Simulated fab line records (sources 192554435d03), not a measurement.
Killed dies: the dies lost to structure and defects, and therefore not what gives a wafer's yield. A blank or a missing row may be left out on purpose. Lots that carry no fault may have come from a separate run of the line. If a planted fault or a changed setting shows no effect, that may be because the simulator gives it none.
Which of the tools did it? / flow n5Finfet / 25 wafers from 9 lots sampled at 5 of the route's 1938 steps

## WHAT EACH GAUGE READ, for each wafer
N5_BEOL_M4_RC_MEAS_101.
lot=L612; measured=day 8 07:31; on=prober-01; DIBL_N (mV/V)=35.3 38.5 36.4; DIBL_P (mV/V)=35.4 38.8 37.1; IOFF_N (nA/um)=0.15 0.21 0.16; IOFF_N_85C (nA/um)=2.9 3.9 3.2; IOFF_N_LIN (nA/um)=0.068 0.090 0.074; IOFF_N_LONG (nA/um)=5.39e-05 5.44e-05 5.26e-05; IOFF_P (nA/um)=0.19 0.24 0.23; IOFF_P_85C (nA/um)=3.4 4.1 3.9; IOFF_P_LIN (nA/um)=0.092 0.109 0.104; IOFF_P_LONG (nA/um)=0.000103 0.0001 0.000105; ION_N (uA/um)=674 687 674; ION_P (uA/um)=457 461 465; SS_N (mV/dec)=71.6 72.6 71.7; SS_P (mV/dec)=73.0 73.6 73.4; VT_N (mV)=249 245 250; VT_N_LONG (mV)=278.5 274.7 277.9; VT_N_LVT (mV)=100 95 98; VT_P (mV)=-251 -249 -247; VT_P_LONG (mV)=-275.2 -277.3 -273.2; VT_P_LVT (mV)=-101.1 -97.1 -97.7
lot=L614; measured=day 8 12:54; on=prober-02; DIBL_N (mV/V)=34.4 36.0 36.2; DIBL_P (mV/V)=35.0 36.9 36.9; IOFF_N (nA/um)=0.13 0.16 0.16; IOFF_N_85C (nA/um)=2.7 3.2 3.1; IOFF_N_LIN (nA/um)=0.064 0.078 0.076; IOFF_N_LONG (nA/um)=5.39e-05 5.62e-05 5.46e-05; IOFF_P (nA/um)=0.17 0.21 0.20; IOFF_P_85C (nA/um)=3.1 3.8 3.6; IOFF_P_LIN (nA/um)=0.083 0.100 0.093; IOFF_P_LONG (nA/um)=9.8e-05 0.000106 9.9e-05; ION_N (uA/um)=658 686 670; ION_P (uA/um)=451 467 457; SS_N (mV/dec)=70.6 71.6 71.4; SS_P (mV/dec)=73.4 73.6 73.9; VT_N (mV)=253 250 250; VT_N_LONG (mV)=274.6 274.6 274.4; VT_N_LVT (mV)=99 97 97; VT_P (mV)=-252 -251 -253; VT_P_LONG (mV)=-276.9 -275.6 -278.0; VT_P_LVT (mV)=-100.4 -96.7 -98.5
lot=L615; measured=day 9 09:04; on=prober-02; DIBL_N (mV/V)=36.3 36.1 38.2; DIBL_P (mV/V)=36.9 37.0 39.6; IOFF_N (nA/um)=0.17 0.17 0.23; IOFF_N_85C (nA/um)=3.3 3.4 4.2; IOFF_N_LIN (nA/um)=0.078 0.079 0.100; IOFF_N_LONG (nA/um)=5.46e-05 5.62e-05 5.46e-05; IOFF_P (nA/um)=0.21 0.21 0.27; IOFF_P_85C (nA/um)=3.7 3.7 4.6; IOFF_P_LIN (nA/um)=0.100 0.100 0.121; IOFF_P_LONG (nA/um)=0.000103 0.000102 9.9e-05; ION_N (uA/um)=683 677 687; ION_P (uA/um)=459 457 465; SS_N (mV/dec)=71.6 71.6 72.3; SS_P (mV/dec)=73.3 73.4 74.0; VT_N (mV)=250 249 243; VT_N_LONG (mV)=273.3 274.7 274.0; VT_N_LVT (mV)=95 96 91; VT_P (mV)=-253 -253 -249; VT_P_LONG (mV)=-277.5 -280.9 -276.0; VT_P_LVT (mV)=-99.9 -99.0 -95.7
lot=L619; measured=day 10 12:10; on=prober-01; DIBL_N (mV/V)=38.0 37.3; DIBL_P (mV/V)=38.3 35.4; IOFF_N (nA/um)=0.04 0.03; IOFF_N_85C (nA/um)=1.0 0.8; IOFF_N_LIN (nA/um)=0.018 0.016; IOFF_N_LONG (nA/um)=2.64e-05 2.73e-05; IOFF_P (nA/um)=0.42 0.34; IOFF_P_85C (nA/um)=6.4 5.3; IOFF_P_LIN (nA/um)=0.194 0.162; IOFF_P_LONG (nA/um)=0.000166 0.000159; ION_N (uA/um)=586 569; ION_P (uA/um)=501 478; SS_N (mV/dec)=72.0 71.1; SS_P (mV/dec)=73.9 73.1; VT_N (mV)=292 290; VT_N_LONG (mV)=316.9 318.2; VT_N_LVT (mV)=138 142; VT_P (mV)=-231 -235; VT_P_LONG (mV)=-262.3 -261.7; VT_P_LVT (mV)=-81.0 -84.6
lot=L622; measured=day 11 06:03; on=prober-01; DIBL_N (mV/V)=35.5 34.6; DIBL_P (mV/V)=36.0 36.0; IOFF_N (nA/um)=0.16 0.15; IOFF_N_85C (nA/um)=3.1 3.1; IOFF_N_LIN (nA/um)=0.075 0.075; IOFF_N_LONG (nA/um)=5.68e-05 5.65e-05; IOFF_P (nA/um)=0.21 0.21; IOFF_P_85C (nA/um)=3.6 3.7; IOFF_P_LIN (nA/um)=0.102 0.106; IOFF_P_LONG (nA/um)=0.000103 0.00011; ION_N (uA/um)=678 688; ION_P (uA/um)=464 478; SS_N (mV/dec)=71.0 71.3; SS_P (mV/dec)=72.8 72.5; VT_N (mV)=249 248; VT_N_LONG (mV)=271.4 275.0; VT_N_LVT (mV)=98 98; VT_P (mV)=-250 -250; VT_P_LONG (mV)=-274.5 -278.1; VT_P_LVT (mV)=-99.2 -99.1
lot=L626; measured=day 11 19:40; on=prober-01; DIBL_N (mV/V)=35.4 33.9 32.9; DIBL_P (mV/V)=35.8 34.5 33.4; IOFF_N (nA/um)=0.15 0.13 0.11; IOFF_N_85C (nA/um)=3.1 2.6 2.3; IOFF_N_LIN (nA/um)=0.074 0.060 0.056; IOFF_N_LONG (nA/um)=5.64e-05 5.6e-05 5.47e-05; IOFF_P (nA/um)=0.21 0.18 0.17; IOFF_P_85C (nA/um)=3.6 3.3 3.2; IOFF_P_LIN (nA/um)=0.094 0.086 0.084; IOFF_P_LONG (nA/um)=0.000114 0.000106 0.000105; ION_N (uA/um)=672 656 646; ION_P (uA/um)=465 454 457; SS_N (mV/dec)=71.2 70.8 70.6; SS_P (mV/dec)=73.1 72.5 72.7; VT_N (mV)=249 254 253; VT_N_LONG (mV)=273.4 273.1 272.4; VT_N_LVT (mV)=95 99 101; VT_P (mV)=-250 -250 -252; VT_P_LONG (mV)=-275.8 -276.7 -278.5; VT_P_LVT (mV)=-96.6 -98.4 -98.9
lot=L632; measured=day 13 12:44; on=prober-01; DIBL_N (mV/V)=36.8 38.2 37.3; DIBL_P (mV/V)=35.8 38.7 36.1; IOFF_N (nA/um)=0.18 0.21 0.17; IOFF_N_85C (nA/um)=3.4 3.9 3.3; IOFF_N_LIN (nA/um)=0.078 0.092 0.078; IOFF_N_LONG (nA/um)=5.72e-05 5.56e-05 5.58e-05; IOFF_P (nA/um)=0.22 0.29 0.23; IOFF_P_85C (nA/um)=3.9 4.8 4.0; IOFF_P_LIN (nA/um)=0.107 0.129 0.109; IOFF_P_LONG (nA/um)=0.000105 0.000114 0.000108; ION_N (uA/um)=676 685 675; ION_P (uA/um)=465 469 462; SS_N (mV/dec)=71.4 72.2 71.9; SS_P (mV/dec)=73.6 74.5 73.7; VT_N (mV)=247 244 249; VT_N_LONG (mV)=270.0 270.6 275.5; VT_N_LVT (mV)=95 93 96; VT_P (mV)=-247 -246 -249; VT_P_LONG (mV)=-273.0 -273.7 -272.4; VT_P_LVT (mV)=-95.8 -91.8 -95.3
lot=L634; measured=day 13 22:20; on=prober-02; DIBL_N (mV/V)=34.9 35.4 36.7; DIBL_P (mV/V)=36.0 36.3 38.3; IOFF_N (nA/um)=0.16 0.17 0.21; IOFF_N_85C (nA/um)=3.1 3.3 3.9; IOFF_N_LIN (nA/um)=0.075 0.080 0.093; IOFF_N_LONG (nA/um)=5.73e-05 5.75e-05 5.77e-05; IOFF_P (nA/um)=0.20 0.21 0.24; IOFF_P_85C (nA/um)=3.5 3.6 4.0; IOFF_P_LIN (nA/um)=0.097 0.100 0.108; IOFF_P_LONG (nA/um)=0.000103 0.000105 0.000103; ION_N (uA/um)=682 674 688; ION_P (uA/um)=463 461 463; SS_N (mV/dec)=71.6 71.3 72.0; SS_P (mV/dec)=73.4 74.2 73.9; VT_N (mV)=248 248 242; VT_N_LONG (mV)=272.0 273.8 272.3; VT_N_LVT (mV)=95 94 91; VT_P (mV)=-247 -248 -248; VT_P_LONG (mV)=-274.3 -274.1 -275.4; VT_P_LVT (mV)=-97.6 -97.2 -94.9
lot=L628; measured=day 14 08:28; on=prober-01; DIBL_N (mV/V)=36.0 35.1 37.1; DIBL_P (mV/V)=35.9 33.0 36.0; IOFF_N (nA/um)=0.17 0.16 0.18; IOFF_N_85C (nA/um)=3.2 3.0 3.4; IOFF_N_LIN (nA/um)=0.077 0.073 0.078; IOFF_N_LONG (nA/um)=5.62e-05 5.86e-05 5.6e-05; IOFF_P (nA/um)=0.24 0.19 0.23; IOFF_P_85C (nA/um)=4.1 3.3 4.0; IOFF_P_LIN (nA/um)=0.114 0.095 0.111; IOFF_P_LONG (nA/um)=0.000111 0.000112 0.000121; ION_N (uA/um)=672 687 669; ION_P (uA/um)=463 470 461; SS_N (mV/dec)=71.7 71.0 71.3; SS_P (mV/dec)=73.3 72.7 73.4; VT_N (mV)=250 248 246; VT_N_LONG (mV)=275.0 272.6 273.1; VT_N_LVT (mV)=97 96 98; VT_P (mV)=-246 -250 -248; VT_P_LONG (mV)=-275.6 -272.6 -275.4; VT_P_LVT (mV)=-94.8 -99.2 -96.1

## EACH LOT AND THE TOOL THAT RAN IT (in order: tool; ch and the chambers of the sampled wafers; start)
lot=L612; N5_HKMG_FIN_DESCUM_17=rieDiel-01 ch 0,1,3, day 4 09:35; N5_HKMG_FIN_ALD_91=aldMetal-03 ch 1,2,3, day 4 10:55; N5_HKMG_FIN_NWFM_ALD_20=aldMetal-01 ch 0,1,2, day 4 11:54; N5_HKMG_FIN_ALD_21=aldMetal-03 ch 0,3, day 4 13:05
lot=L614; N5_HKMG_FIN_DESCUM_17=rieDiel-02 ch 1,2,3, day 4 21:40; N5_HKMG_FIN_ALD_91=aldMetal-04 ch 2,3, day 4 22:39; N5_HKMG_FIN_NWFM_ALD_20=aldMetal-01 ch 0,1,3, day 4 23:40; N5_HKMG_FIN_ALD_21=aldMetal-01 ch 0,1, day 5 00:51
lot=L615; N5_HKMG_FIN_DESCUM_17=rieDiel-01 ch 0,2,3, day 5 03:33; N5_HKMG_FIN_ALD_91=aldMetal-04 ch 0,1, day 5 04:32; N5_HKMG_FIN_NWFM_ALD_20=aldMetal-04 ch 1,2,3, day 5 05:32; N5_HKMG_FIN_ALD_21=aldMetal-01 ch 0,1,2, day 5 06:57
lot=L619; N5_HKMG_FIN_DESCUM_17=rieDiel-04 ch 2,3, day 6 03:58; N5_HKMG_FIN_ALD_91=aldMetal-04 ch 1,3, day 6 04:57; N5_HKMG_FIN_NWFM_ALD_20=aldMetal-01 ch 1,2, day 6 05:55; N5_HKMG_FIN_ALD_21=aldMetal-01 ch 1,3, day 6 07:11
lot=L622; N5_HKMG_FIN_DESCUM_17=rieDiel-02 ch 0,3, day 7 02:24; N5_HKMG_FIN_ALD_91=aldMetal-04 ch 1,3, day 7 03:23; N5_HKMG_FIN_NWFM_ALD_20=aldMetal-01 ch 1,2, day 7 04:23; N5_HKMG_FIN_ALD_21=aldMetal-01 ch 1,3, day 7 05:41
lot=L626; N5_HKMG_FIN_DESCUM_17=rieDiel-02 ch 1,3, day 7 21:55; N5_HKMG_FIN_ALD_91=aldMetal-03 ch 0,1,2, day 7 22:55; N5_HKMG_FIN_NWFM_ALD_20=aldMetal-04 ch 0,1,3, day 7 23:53; N5_HKMG_FIN_ALD_21=aldMetal-04 ch 1,2,3, day 8 01:11
lot=L632; N5_HKMG_FIN_DESCUM_17=rieDiel-01 ch 1,3, day 9 09:17; N5_HKMG_FIN_ALD_91=aldMetal-01 ch 0,2, day 9 10:16; N5_HKMG_FIN_NWFM_ALD_20=aldMetal-04 ch 0,1,2, day 9 11:15; N5_HKMG_FIN_ALD_21=aldMetal-03 ch 0,1, day 9 12:26
lot=L634; N5_HKMG_FIN_DESCUM_17=rieDiel-04 ch 1,2, day 9 22:04; N5_HKMG_FIN_ALD_91=aldMetal-04 ch 0,1,2, day 9 23:03; N5_HKMG_FIN_NWFM_ALD_20=aldMetal-04 ch 0,3, day 10 00:08; N5_HKMG_FIN_ALD_21=aldMetal-01 ch 1,2, day 10 01:23
lot=L628; N5_HKMG_FIN_DESCUM_17=rieDiel-01 ch 0,2, day 10 00:19; N5_HKMG_FIN_ALD_91=aldMetal-03 ch 0,1,3, day 10 01:18; N5_HKMG_FIN_NWFM_ALD_20=aldMetal-03 ch 0,1,2, day 10 02:18; N5_HKMG_FIN_ALD_21=aldMetal-04 ch 1,3, day 10 03:29
- N5_HKMG_FIN_DESCUM_17: chemistry O2, time 7.9 s.
- N5_HKMG_FIN_ALD_91: deposits TiN, target thk 1 nm, pulse time 1 s, purge time 3 s.
- N5_HKMG_FIN_NWFM_ALD_20: deposits TiAlC, target thk 2 nm, pulse time 3 s, purge time 2 s.
- N5_HKMG_FIN_ALD_21: deposits TiN, target thk 1.5 nm, pulse time 1 s, purge time 3 s.

## WHAT THE TOOLS THEMSELVES READ (means of the sampled wafers that have a number; where no wafer has one, the mark that the record gives instead)
N5_HKMG_FIN_DESCUM_17.
lot=L612; tool=rieDiel-01; drypumpMotorCurrentA (A)=6.3; oesProductAu (a.u.)=0.80; rfVppV (V)=244.0; showerheadPlenumPTorr (Torr)=2.11; throttleValvePct (%)=20.49
lot=L614; tool=rieDiel-02; drypumpMotorCurrentA (A)=5.9; oesProductAu (a.u.)=0.76; rfVppV (V)=244.1; showerheadPlenumPTorr (Torr)=2.13; throttleValvePct (%)=20.55
lot=L615; tool=rieDiel-01; drypumpMotorCurrentA (A)=6.1; oesProductAu (a.u.)=0.76; rfVppV (V)=243.1; showerheadPlenumPTorr (Torr)=2.07; throttleValvePct (%)=20.46
lot=L619; tool=rieDiel-04; drypumpMotorCurrentA (A)=5.8; oesProductAu (a.u.)=0.75; rfVppV (V)=244.0; showerheadPlenumPTorr (Torr)=2.13; throttleValvePct (%)=20.42
lot=L622; tool=rieDiel-02; drypumpMotorCurrentA (A)=5.7; oesProductAu (a.u.)=0.82; rfVppV (V)=242.6; showerheadPlenumPTorr (Torr)=2.12; throttleValvePct (%)=20.32
lot=L626; tool=rieDiel-02; drypumpMotorCurrentA (A)=5.6; oesProductAu (a.u.)=0.75; rfVppV (V)=243.5; showerheadPlenumPTorr (Torr)=2.09; throttleValvePct (%)=20.50
lot=L632; tool=rieDiel-01; drypumpMotorCurrentA (A)=6.3; oesProductAu (a.u.)=0.79; rfVppV (V)=243.2; showerheadPlenumPTorr (Torr)=2.14; throttleValvePct (%)=20.73
lot=L634; tool=rieDiel-04; drypumpMotorCurrentA (A)=5.9; oesProductAu (a.u.)=0.79; rfVppV (V)=242.9; showerheadPlenumPTorr (Torr)=2.09; throttleValvePct (%)=20.22
lot=L628; tool=rieDiel-01; drypumpMotorCurrentA (A)=5.7; oesProductAu (a.u.)=0.76; rfVppV (V)=241.7; showerheadPlenumPTorr (Torr)=2.01; throttleValvePct (%)=20.48

N5_HKMG_FIN_ALD_91.
lot=L612; tool=aldMetal-03; heaterPowerW (W)=1021; precursorPulseHeightRel=0.994
lot=L614; tool=aldMetal-04; heaterPowerW (W)=902; precursorPulseHeightRel=1.020
lot=L615; tool=aldMetal-04; heaterPowerW (W)=855; precursorPulseHeightRel=1.011
lot=L619; tool=aldMetal-04; heaterPowerW (W)=990; precursorPulseHeightRel=1.008
lot=L622; tool=aldMetal-04; heaterPowerW (W)=1010; precursorPulseHeightRel=0.974
lot=L626; tool=aldMetal-03; heaterPowerW (W)=950; precursorPulseHeightRel=1.020
lot=L632; tool=aldMetal-01; heaterPowerW (W)=911; precursorPulseHeightRel=1.005
lot=L634; tool=aldMetal-04; heaterPowerW (W)=895; precursorPulseHeightRel=1.002
lot=L628; tool=aldMetal-03; heaterPowerW (W)=950; precursorPulseHeightRel=0.996

N5_HKMG_FIN_NWFM_ALD_20.
lot=L612; tool=aldMetal-01; heaterPowerW (W)=520; precursorPulseHeightRel=1.002
lot=L614; tool=aldMetal-01; heaterPowerW (W)=523; precursorPulseHeightRel=1.004
lot=L615; tool=aldMetal-04; heaterPowerW (W)=542; precursorPulseHeightRel=0.986
lot=L619; tool=aldMetal-01; heaterPowerW (W)=526; precursorPulseHeightRel=1.011
lot=L622; tool=aldMetal-01; heaterPowerW (W)=532; precursorPulseHeightRel=0.980
lot=L626; tool=aldMetal-04; heaterPowerW (W)=519; precursorPulseHeightRel=1.013
lot=L632; tool=aldMetal-04; heaterPowerW (W)=508; precursorPulseHeightRel=0.986
lot=L634; tool=aldMetal-04; heaterPowerW (W)=465; precursorPulseHeightRel=0.992
lot=L628; tool=aldMetal-03; heaterPowerW (W)=524; precursorPulseHeightRel=1.000

N5_HKMG_FIN_ALD_21.
lot=L612; tool=aldMetal-03; heaterPowerW (W)=996; precursorPulseHeightRel=1.000
lot=L614; tool=aldMetal-01; heaterPowerW (W)=922; precursorPulseHeightRel=1.000
lot=L615; tool=aldMetal-01; heaterPowerW (W)=930; precursorPulseHeightRel=1.008
lot=L619; tool=aldMetal-01; heaterPowerW (W)=944; precursorPulseHeightRel=0.959
lot=L622; tool=aldMetal-01; heaterPowerW (W)=949; precursorPulseHeightRel=0.999
lot=L626; tool=aldMetal-04; heaterPowerW (W)=962; precursorPulseHeightRel=0.977
lot=L632; tool=aldMetal-03; heaterPowerW (W)=887; precursorPulseHeightRel=0.985
lot=L634; tool=aldMetal-01; heaterPowerW (W)=962; precursorPulseHeightRel=1.006
lot=L628; tool=aldMetal-04; heaterPowerW (W)=1033; precursorPulseHeightRel=1.005

## THE ANSWER, worked out from the rows above alone
Rule: the usual values come from the lots themselves. The widest of any qualifying gaps counts: lots, ordered by their means at a reading, are off when they make up no more than a third of the lots, leave a main group of 4 or more, and stand apart from it by 3 or more times the standard deviation of that group's means. A main group is skipped when, at the precision printed for the reading in the tables above, its means are all equal. A lot without any number at a reading at which 4 lots or more have one is off too. Where the step has rows for the other lots, those lots are counted as sound. First the gauges in route order, then the tools' own readings, where a lot's mean is used as printed above. The first step at which some lot is off is used, and at that step the reading that is off furthest; a lot without a number counts as furthest.
Off: L619, at N5_BEOL_M4_RC_MEAS_101 (VT_N_LONG). The main group: mean 273.8 mV, standard deviation 1.4.
If a tool, at a process step before that reading, ran all the lots that are off and no sound lot after the first of them, it fits. Not tried: the gauges at N5_BEOL_M4_RC_MEAS_101; whatever is off there is also off at N5_HKMG_FIN_ALD_21, on other tools, and gauge error can't account for it. None of those tried fits.

## WHAT THE SIMULATOR HAD PUT IN
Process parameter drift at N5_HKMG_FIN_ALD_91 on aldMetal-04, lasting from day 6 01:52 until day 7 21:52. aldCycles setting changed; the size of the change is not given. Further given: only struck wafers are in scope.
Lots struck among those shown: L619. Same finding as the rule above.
